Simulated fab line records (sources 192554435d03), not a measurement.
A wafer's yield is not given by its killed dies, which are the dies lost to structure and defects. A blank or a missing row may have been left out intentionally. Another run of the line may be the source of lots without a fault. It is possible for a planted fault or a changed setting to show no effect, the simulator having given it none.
A single fault, viewed from 3 desks || flow n5Finfet || what lay behind the numbers comes last; until then each desk has only its own

AT THE TOOL OWNER'S DESK: pecvd-01
The tool's own readings at N5_BEOL_M14_ILD_DEP_00 (deposits SiO2 from TEOS/O2, target thk 1119.3 nm, time 237.4 s): means of the sampled wafers that have a number, for each lot that ran on this tool. If a lot's mean is further than 4 standard deviations from the usual mean, the lot is out of limits and carries the mark OUT (the distance appears in the brackets).
Columns: A = heaterPowerOuterW at N5_BEOL_M14_ILD_DEP_00, usual 300 W; B = heaterPowerW at N5_BEOL_M14_ILD_DEP_00, usual 572 W; C = rfFwdPowerW at N5_BEOL_M14_ILD_DEP_00, usual 898.1 W; D = runLengthS at N5_BEOL_M14_ILD_DEP_00, usual 280.4 s; E = showerheadPlenumPTorr at N5_BEOL_M14_ILD_DEP_00, usual 8.33 Torr; F = throttleValvePct at N5_BEOL_M14_ILD_DEP_00, usual 18.7 %
{"lot": "L418", "first seen here": "day 10 22:49", "A": 274, "B": 511, "C": 898.0, "D": 280.8, "E": 8.31, "F": 19.0}
{"lot": "L421", "first seen here": "day 12 05:45", "A": 314, "B": 588, "C": 897.8, "D": 280.4, "E": 8.33, "F": 18.9}
{"lot": "L427", "first seen here": "day 14 02:01", "A": 257, "B": 508, "C": 898.9, "D": "334.8 (+92) OUT", "E": 8.31, "F": 18.2}
{"lot": "L431", "first seen here": "day 14 10:32", "A": 258, "B": 524, "C": 897.0, "D": "321.6 (+70) OUT", "E": 8.35, "F": 19.2}
{"lot": "L430", "first seen here": "day 14 17:26", "A": 291, "B": 542, "C": 898.7, "D": "321.8 (+70) OUT", "E": 8.32, "F": 19.1}
This desk's verdict: out of limits on L427, L430, L431, starting with L427 at day 14 02:01 (runLengthS at N5_BEOL_M14_ILD_DEP_00). L418, L421: within limits.

AT THE METROLOGY DESK
What the gauges read for every lot (on any tool): the sampled wafers with a number, averaged. If a lot's mean is further than 4 standard deviations from the usual mean, the lot is out of limits and carries the mark OUT (the distance appears in the brackets).
Columns: A = M14_ILD_THK at N5_BEOL_M14_THK_MEAS_01, usual 1128 nm
{"lot": "L418", "first seen here": "day 10 23:00", "A": 1122}
{"lot": "L421", "first seen here": "day 12 05:52", "A": 1145}
{"lot": "L427", "first seen here": "day 14 02:13", "A": "1395 (+21) OUT"}
{"lot": "L431", "first seen here": "day 14 10:43", "A": "1328 (+15) OUT"}
{"lot": "L430", "first seen here": "day 14 17:32", "A": "1336 (+16) OUT"}
{"lot": "L435", "first seen here": "day 15 09:53", "A": 1131}
{"lot": "L433", "first seen here": "day 15 16:35", "A": 1127}
{"lot": "L436", "first seen here": "day 15 23:07", "A": 1132}
{"lot": "L438", "first seen here": "day 16 10:23", "A": 1142}
{"lot": "L441", "first seen here": "day 17 09:36", "A": 1127}
This desk reports L427, L430, L431 out of limits; the earliest was L427 at day 14 02:13 (M14_ILD_THK at N5_BEOL_M14_THK_MEAS_01). L418, L421, L435, L433, L436, L438, L441: within limits.

THE DEFECT DESK
Lot by lot, what the route's inspections counted, given as the mean of those sampled wafers with a number. If a lot's mean is further than 4 standard deviations from the usual mean, the lot is out of limits and carries the mark OUT (the distance appears in the brackets).
Columns: A = rawDefectCount at N5_BEOL_M13_INSPECT_55, usual 74
{"lot": "L418", "first seen here": "day 10 22:46", "A": 60}
{"lot": "L421", "first seen here": "day 12 05:38", "A": 86}
{"lot": "L427", "first seen here": "day 14 01:59", "A": 60}
{"lot": "L431", "first seen here": "day 14 10:30", "A": 80}
{"lot": "L430", "first seen here": "day 14 17:19", "A": 56}
{"lot": "L435", "first seen here": "day 15 09:40", "A": 78}
{"lot": "L433", "first seen here": "day 15 16:21", "A": 89}
{"lot": "L436", "first seen here": "day 15 22:53", "A": 66}
{"lot": "L438", "first seen here": "day 16 10:10", "A": 59}
{"lot": "L441", "first seen here": "day 17 09:22", "A": 81}
This desk's finding: nothing out of limits on any of the 10 lots.

TAKEN TOGETHER
On L427, L430, L431, at day 14 02:01, an alarm was possible from the tool owner's desk.
L427, L430, L431 would have let the metrology desk raise an alarm at day 14 02:13.
Nothing the defect desk looked at was out of limits.
The defect desk has L427, L430, L431 on record, within its limits.
Of the lots named, all ran N5_BEOL_M14_ILD_DEP_00 on pecvd-01.

WHAT THE SIMULATOR HAD INSERTED
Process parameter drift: pecvd-01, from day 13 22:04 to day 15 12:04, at N5_BEOL_M14_ILD_DEP_00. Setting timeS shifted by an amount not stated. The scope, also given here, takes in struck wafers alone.
Struck lots among those shown: L427, L430, L431.
Hours from the fault's start to each desk's first reading out of limits: the tool owner's desk, 4; the metrology desk, 4.
